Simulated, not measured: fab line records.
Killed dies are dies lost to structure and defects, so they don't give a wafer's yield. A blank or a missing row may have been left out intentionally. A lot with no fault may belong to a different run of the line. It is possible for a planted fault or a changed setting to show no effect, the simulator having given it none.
Split-lot study :: flow n5-finfet :: on a route of 1938 steps: 7 lots, 21 wafers read

## THE SPLIT
At N5_BEOL_M12_COAT_04 (resist thk 400 nm), the setting spin-rpm was moved away from the recipe's 1625 rpm on 6 of the 21 wafers read, by -8.3% to +10.0%. For the rest of the wafers, this setting stayed at what the recipe calls for.

## FROM THE SPLIT TO THE READING: what the file shows between them, 2 steps
- N5_BEOL_M12_DESCUM_15: chemistry O2, time 7.9 s (also split here: time-s)
- N5_BEOL_M12_ETCH_59: etches BARC in N2/H2, target depth 89 nm, overetch 26.7 nm, time 67.9 s

## THE READING
coat_of_BEOL_M12_COAT_04.thk-nm (the simulator's own value, which no gauge read), in nm, at N5_BEOL_M12_VIA_ETCH_16 (etches SiOC in C4F8/O2/Ar, target depth 724.8 nm). No usual value for it is given in the file. Average 122.7 nm, standard deviation 3.3 nm, over the 15 wafers here run with the recipe.

wafer: L078.3
tool, chamber at the split: litho-track-04, 0
spin-rpm as run, rpm: 1788
against the recipe: +10.0%
coat_of_BEOL_M12_COAT_04.thk-nm, nm: 108.6
against lot-mates on the recipe: -12.9

wafer: L078.5
tool, chamber at the split: litho-track-04, 0
spin-rpm as run, rpm: 1625
against the recipe: recipe
coat_of_BEOL_M12_COAT_04.thk-nm, nm: 122.6
against lot-mates on the recipe: -

wafer: L078.6
tool, chamber at the split: litho-track-04, 0
spin-rpm as run, rpm: 1625
against the recipe: recipe
coat_of_BEOL_M12_COAT_04.thk-nm, nm: 120.4
against lot-mates on the recipe: -

wafer: L081.1
tool, chamber at the split: litho-track-03, 0
spin-rpm as run, rpm: 1625
against the recipe: recipe
coat_of_BEOL_M12_COAT_04.thk-nm, nm: 127.8
against lot-mates on the recipe: -

wafer: L081.2
tool, chamber at the split: litho-track-03, 0
spin-rpm as run, rpm: 1490
against the recipe: -8.3%
coat_of_BEOL_M12_COAT_04.thk-nm, nm: 141.6
against lot-mates on the recipe: +13.8

wafer: L081.4
tool, chamber at the split: litho-track-03, 0
spin-rpm as run, rpm: 1490
against the recipe: -8.3%
coat_of_BEOL_M12_COAT_04.thk-nm, nm: 144.2
against lot-mates on the recipe: +16.4

wafer: L083.2
tool, chamber at the split: litho-track-02, 0
spin-rpm as run, rpm: 1625
against the recipe: recipe
coat_of_BEOL_M12_COAT_04.thk-nm, nm: 126
against lot-mates on the recipe: -

wafer: L083.5
tool, chamber at the split: litho-track-02, 0
spin-rpm as run, rpm: 1625
against the recipe: recipe
coat_of_BEOL_M12_COAT_04.thk-nm, nm: 122.8
against lot-mates on the recipe: -

wafer: L083.6
tool, chamber at the split: litho-track-02, 0
spin-rpm as run, rpm: 1625
against the recipe: recipe
coat_of_BEOL_M12_COAT_04.thk-nm, nm: 121.4
against lot-mates on the recipe: -

wafer: L082.1
tool, chamber at the split: litho-track-03, 0
spin-rpm as run, rpm: 1625
against the recipe: recipe
coat_of_BEOL_M12_COAT_04.thk-nm, nm: 125.2
against lot-mates on the recipe: -

wafer: L082.3
tool, chamber at the split: litho-track-03, 0
spin-rpm as run, rpm: 1625
against the recipe: recipe
coat_of_BEOL_M12_COAT_04.thk-nm, nm: 128.6
against lot-mates on the recipe: -

wafer: L082.6
tool, chamber at the split: litho-track-03, 0
spin-rpm as run, rpm: 1625
against the recipe: recipe
coat_of_BEOL_M12_COAT_04.thk-nm, nm: 120.4
against lot-mates on the recipe: -

wafer: L084.1
tool, chamber at the split: litho-track-03, 0
spin-rpm as run, rpm: 1520
against the recipe: -6.5%
coat_of_BEOL_M12_COAT_04.thk-nm, nm: 139.6
against lot-mates on the recipe: +15.0

wafer: L084.3
tool, chamber at the split: litho-track-03, 0
spin-rpm as run, rpm: 1625
against the recipe: recipe
coat_of_BEOL_M12_COAT_04.thk-nm, nm: 125.6
against lot-mates on the recipe: -

wafer: L084.5
tool, chamber at the split: litho-track-03, 0
spin-rpm as run, rpm: 1625
against the recipe: recipe
coat_of_BEOL_M12_COAT_04.thk-nm, nm: 123.6
against lot-mates on the recipe: -

wafer: L096.2
tool, chamber at the split: litho-track-02, 0
spin-rpm as run, rpm: 1706
against the recipe: +5.0%
coat_of_BEOL_M12_COAT_04.thk-nm, nm: 114
against lot-mates on the recipe: -6.4

wafer: L096.3
tool, chamber at the split: litho-track-02, 0
spin-rpm as run, rpm: 1625
against the recipe: recipe
coat_of_BEOL_M12_COAT_04.thk-nm, nm: 120.4
against lot-mates on the recipe: -

wafer: L096.6
tool, chamber at the split: litho-track-02, 0
spin-rpm as run, rpm: 1706
against the recipe: +5.0%
coat_of_BEOL_M12_COAT_04.thk-nm, nm: 112
against lot-mates on the recipe: -8.4

wafer: L097.2
tool, chamber at the split: litho-track-04, 0
spin-rpm as run, rpm: 1625
against the recipe: recipe
coat_of_BEOL_M12_COAT_04.thk-nm, nm: 121.2
against lot-mates on the recipe: -

wafer: L097.3
tool, chamber at the split: litho-track-04, 0
spin-rpm as run, rpm: 1625
against the recipe: recipe
coat_of_BEOL_M12_COAT_04.thk-nm, nm: 116.6
against lot-mates on the recipe: -

wafer: L097.4
tool, chamber at the split: litho-track-04, 0
spin-rpm as run, rpm: 1625
against the recipe: recipe
coat_of_BEOL_M12_COAT_04.thk-nm, nm: 117.8
against lot-mates on the recipe: -

FIT RESULTS
A straight line over all 21 wafers: coat_of_BEOL_M12_COAT_04.thk-nm changes by -2.06 nm for each +1% of spin-rpm; r = -0.93; the points scatter about the line by 3.5 nm.
The same after taking each lot's own level away (the mean of its wafers on the recipe; 21 wafers): -1.66 nm for each +1%; r = -0.95; scatter 2.3 nm.
On that fit, the largest move of spin-rpm shifts the reading by 17 nm.
The lots' own levels span 118.53 to 127.80 nm, that is 2.8 times the standard deviation above.
So the slope is not independent of the lot-to-lot level: the two fits are not the same.
Check: for one of the wafers moved furthest among these (+10.0%), held out of the fit, the line's prediction against its lot-mates is -17.9 nm. It came out at -12.9 nm against them.

## FURTHER SPLITS ON THESE WAFERS
Before the reading, these wafers also passed through other splits. Each is held against what the fit with the lots' levels taken away leaves over:
other split on the same wafers: N5_BEOL_M10_ETCH_61 cf4-flow-sccm
wafers away from the commonest value: 2
r with coat_of_BEOL_M12_COAT_04.thk-nm (lot level and that fit taken away): -0.15

other split on the same wafers: N5_BEOL_M11_VIA_ETCH_34 time-s
wafers away from the commonest value: 4
r with coat_of_BEOL_M12_COAT_04.thk-nm (lot level and that fit taken away): +0.03

other split on the same wafers: N5_BEOL_M11_TRENCH_ETCH_37 time-s
wafers away from the commonest value: 6
r with coat_of_BEOL_M12_COAT_04.thk-nm (lot level and that fit taken away): +0.19

other split on the same wafers: N5_BEOL_M12_DESCUM_15 time-s
wafers away from the commonest value: 6
r with coat_of_BEOL_M12_COAT_04.thk-nm (lot level and that fit taken away): -0.28

## THE WHOLE CHAIN: every reading that the file lists as answering this split, in the file's order
step: N5_BEOL_M12_COAT_04
what it does: resist thk 400 nm
reading: coat_of_BEOL_M12_COAT_04.thk-nm (the simulator's own value, which no gauge read)
change (the file's fit): -1.98 nm for each +1% of the setting
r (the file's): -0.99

step: N5_BEOL_M12_VIA_ETCH_16
what it does: etches SiOC in C4F8/O2/Ar, target depth 724.8 nm
reading: coat_of_BEOL_M12_COAT_04.thk-nm (the simulator's own value, which no gauge read)
change (the file's fit): -1.65 nm for each +1% of the setting
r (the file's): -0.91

step: N5_BEOL_M12_STRIP_63
what it does: strips in N2/H2
reading: strip-time-to-endpoint-s
change (the file's fit): withheld for each +1% of the setting
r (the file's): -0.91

## THE FILE'S OWN FIT
coat_of_BEOL_M12_COAT_04.thk-nm changes by -1.65 nm for each +1% of spin-rpm, r = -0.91.
